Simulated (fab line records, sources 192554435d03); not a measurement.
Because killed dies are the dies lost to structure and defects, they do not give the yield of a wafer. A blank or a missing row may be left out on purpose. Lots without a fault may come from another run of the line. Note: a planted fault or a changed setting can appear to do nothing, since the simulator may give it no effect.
Chamber matching + flow n5-finfet + N5_BEOL_M11_STRIP_36 on rie-diel-06: 4 sister chambers
The step strips in N2/H2. 4 wafers are shown with their chamber, then 8 later ones without.

WAFERS WITH THEIR CHAMBER
| wafer  | chamber | drypump-motor-current-A (A) |
|--------|---------|-----------------------------|
| L085.3 | 3       | 5.78                        |
| L089.2 | 2       | 6.02                        |
| L089.6 | 1       | 6.48                        |
| L088.1 | 0       | 5.80                        |

WAFERS WITHOUT THEIR CHAMBER
| wafer  | drypump-motor-current-A (A) |
|--------|-----------------------------|
| L088.3 | 6.47                        |
| L088.6 | 6.47                        |
| L093.3 | 5.78                        |
| L093.5 | 5.78                        |
| L093.6 | 6.50                        |
| L094.1 | 6.05                        |
| L094.3 | 6.50                        |
| L094.5 | 6.03                        |

WHICH CHAMBER EACH ONE RAN IN
| wafer  | from the rows above     | in truth |
|--------|-------------------------|----------|
| L088.3 | 1                       | 1        |
| L088.6 | 1                       | 1        |
| L093.3 | can't be placed: 3 or 0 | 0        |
| L093.5 | can't be placed: 3 or 0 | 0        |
| L093.6 | 1                       | 1        |
| L094.1 | 2                       | 2        |
| L094.3 | 1                       | 1        |
| L094.5 | 2                       | 2        |
Correct placement for 6 of the 8. Not placeable from these rows: 2 (in 2, the candidates include the true chamber). Placed wrongly: 0.
How it was worked out, from the rows above alone: a wafer's distance from a chamber is the root of the sum, over the readings, of the square of ((its reading less the chamber's mean) divided by the reading's scatter). If the next closest chamber is less than 2 further off than the closest, the wafer can't be placed; otherwise it belongs to the closest. For every chamber, the mean is computed from those of its wafers that are shown. The scatter: root of mean squared gap, hidden wafer to nearest shown wafer, with one shown wafer a chamber.
